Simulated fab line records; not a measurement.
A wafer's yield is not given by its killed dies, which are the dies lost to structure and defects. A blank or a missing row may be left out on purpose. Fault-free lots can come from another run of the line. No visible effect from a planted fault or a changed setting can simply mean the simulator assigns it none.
Chamber matching + flow n5-finfet + 4 sister chambers for N5_BEOL_M0_CUTY_DESCUM_61 on rie-diel-06
The step chemistry O2, time 7.9 s. 16 wafers are shown with their chamber, then 8 later ones without.

## WAFERS PAIRED WITH THEIR CHAMBERS
| wafer  | chamber | showerhead-plenum-p-Torr (Torr) | drypump-motor-current-A (A) | throttle-valve-pct (%) |
|--------|---------|---------------------------------|-----------------------------|------------------------|
| L076.1 | 3       | 2.04                            | 4.9                         | 20.14                  |
| L076.2 | 2       | 2.04                            | 5.2                         | 20.58                  |
| L076.3 | 0       | 2.16                            | 5.0                         | 20.61                  |
| L076.4 | 1       | 2.14                            | 5.4                         | 20.54                  |
| L076.5 | 0       | 2.16                            | 5.0                         | 20.60                  |
| L076.6 | 1       | 2.14                            | 5.4                         | 20.52                  |
| L078.1 | 1       | 2.14                            | 5.3                         | 20.51                  |
| L078.2 | 3       | 2.04                            | 4.9                         | 20.16                  |
| L078.4 | 2       | 2.04                            | 5.2                         | 20.57                  |
| L082.1 | 2       | 2.03                            | 5.2                         | 20.59                  |
| L082.3 | 3       | 2.04                            | 4.9                         | 20.16                  |
| L082.6 | 3       | 2.04                            | 4.9                         | 20.17                  |
| L087.1 | 3       | 2.04                            | 4.9                         | 20.19                  |
| L087.2 | 2       | 2.03                            | 5.2                         | 20.61                  |
| L087.3 | 1       | 2.13                            | 5.4                         | 20.57                  |
| L087.4 | 2       | 2.03                            | 5.2                         | 20.62                  |

SIGNATURES (means of the wafers above)
| reading                  | chamber 0 | chamber 1 | chamber 2 | chamber 3 | scatter within a chamber |
|--------------------------|-----------|-----------|-----------|-----------|--------------------------|
| showerhead-plenum-p-Torr | 2.1600    | 2.1375    | 2.0340    | 2.0400    | 0.00403                  |
| drypump-motor-current-A  | 5.000     | 5.375     | 5.200     | 4.900     | 0.025                    |
| throttle-valve-pct       | 20.6050   | 20.5350   | 20.5940   | 20.1640   | 0.0208                   |
Rule: for a wafer and a chamber, the distance is found by dividing, reading by reading, the gap between the wafer's reading and the chamber's mean by the reading's scatter, squaring, summing and taking the root. If the next closest chamber is less than 2 further off than the closest, the wafer can't be placed; otherwise it belongs to the closest. The scatter is the square root of a quotient: the sum, over the shown wafers, of each reading's squared deviation from its chamber's mean, divided by wafers minus chambers.

## WAFERS MISSING THEIR CHAMBER
| wafer  | showerhead-plenum-p-Torr (Torr) | drypump-motor-current-A (A) | throttle-valve-pct (%) |
|--------|---------------------------------|-----------------------------|------------------------|
| L087.5 | 2.13                            | 5.4                         | 20.57                  |
| L087.6 | 2.03                            | 4.9                         | 20.20                  |
| L088.1 | 2.03                            | 4.9                         | 20.19                  |
| L088.2 | 2.03                            | 5.2                         | 20.63                  |
| L088.4 | 2.03                            | 4.9                         | 20.19                  |
| L092.1 | 2.15                            | 5.1                         | 20.65                  |
| L092.2 | 2.03                            | 4.9                         | 20.22                  |
| L092.5 | 2.15                            | 5.0                         | 20.65                  |

## WHICH CHAMBER EACH WENT THROUGH
| wafer  | from the rows above | in truth |
|--------|---------------------|----------|
| L087.5 | 1                   | 1        |
| L087.6 | 3                   | 3        |
| L088.1 | 3                   | 3        |
| L088.2 | 2                   | 2        |
| L088.4 | 3                   | 3        |
| L092.1 | 0                   | 0        |
| L092.2 | 3                   | 3        |
| L092.5 | 0                   | 0        |
Correct placement for 8 of the 8. From these rows, 0 cannot be placed. 0 placed wrongly.
